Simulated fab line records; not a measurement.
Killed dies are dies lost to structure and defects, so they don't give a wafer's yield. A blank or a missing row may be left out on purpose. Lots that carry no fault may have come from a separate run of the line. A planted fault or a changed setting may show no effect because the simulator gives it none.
Chamber matching :: flow n5_finfet :: rie_diel-02 running N5_BEOL_M4_ETCH_69: 4 sister chambers
The step etches SiARC in CF4, target depth 15.6 nm, time 26 s. 8 wafers are shown with their chamber, then 9 later ones without.

EACH WAFER AND ITS CHAMBER
wafer: L083.2
chamber: 3
showerhead_plenum_p_Torr (Torr): 2.15
drypump_motor_current_A (A): 5.8

wafer: L083.5
chamber: 1
showerhead_plenum_p_Torr (Torr): 2.19
drypump_motor_current_A (A): 6.0

wafer: L084.1
chamber: 1
showerhead_plenum_p_Torr (Torr): 2.19
drypump_motor_current_A (A): 6.0

wafer: L084.3
chamber: 2
showerhead_plenum_p_Torr (Torr): 2.26
drypump_motor_current_A (A): 5.4

wafer: L084.5
chamber: 0
showerhead_plenum_p_Torr (Torr): 2.09
drypump_motor_current_A (A): 5.7

wafer: L089.1
chamber: 0
showerhead_plenum_p_Torr (Torr): 2.08
drypump_motor_current_A (A): 5.7

wafer: L089.4
chamber: 2
showerhead_plenum_p_Torr (Torr): 2.25
drypump_motor_current_A (A): 5.3

wafer: L089.6
chamber: 3
showerhead_plenum_p_Torr (Torr): 2.14
drypump_motor_current_A (A): 5.8

WAFERS WHOSE CHAMBER IS MISSING
wafer: L094.1
showerhead_plenum_p_Torr (Torr): 2.14
drypump_motor_current_A (A): 5.8

wafer: L094.4
showerhead_plenum_p_Torr (Torr): 2.25
drypump_motor_current_A (A): 5.3

wafer: L094.5
showerhead_plenum_p_Torr (Torr): 2.14
drypump_motor_current_A (A): 5.8

wafer: L095.1
showerhead_plenum_p_Torr (Torr): 2.08
drypump_motor_current_A (A): 5.7

wafer: L095.3
showerhead_plenum_p_Torr (Torr): 2.25
drypump_motor_current_A (A): 5.3

wafer: L095.4
showerhead_plenum_p_Torr (Torr): 2.14
drypump_motor_current_A (A): 5.8

wafer: L096.3
showerhead_plenum_p_Torr (Torr): 2.08
drypump_motor_current_A (A): 5.7

wafer: L096.4
showerhead_plenum_p_Torr (Torr): 2.14
drypump_motor_current_A (A): 5.8

wafer: L096.6
showerhead_plenum_p_Torr (Torr): 2.14
drypump_motor_current_A (A): 5.8

THE CHAMBER EACH PASSED THROUGH
wafer: L094.1
from the rows above: 3
in truth: 3

wafer: L094.4
from the rows above: 2
in truth: 2

wafer: L094.5
from the rows above: 3
in truth: 3

wafer: L095.1
from the rows above: 0
in truth: 0

wafer: L095.3
from the rows above: 2
in truth: 2

wafer: L095.4
from the rows above: 3
in truth: 3

wafer: L096.3
from the rows above: 0
in truth: 0

wafer: L096.4
from the rows above: 3
in truth: 3

wafer: L096.6
from the rows above: 3
in truth: 3
Correct placement for 9 of the 9. Number that these rows cannot place: 0. Number placed wrongly: 0.
How it was worked out, from the rows above alone: a wafer's distance from a chamber is the root of the sum, over the readings, of the square of ((its reading less the chamber's mean) divided by the reading's scatter). If the next closest chamber is less than 2 further off than the closest, the wafer can't be placed; otherwise it belongs to the closest. A chamber's mean is the mean of its shown wafers. How the scatter is found: for the shown wafers, subtract from each reading the mean of its chamber, square and add these, divide the total by (wafers less chambers), then take the root.
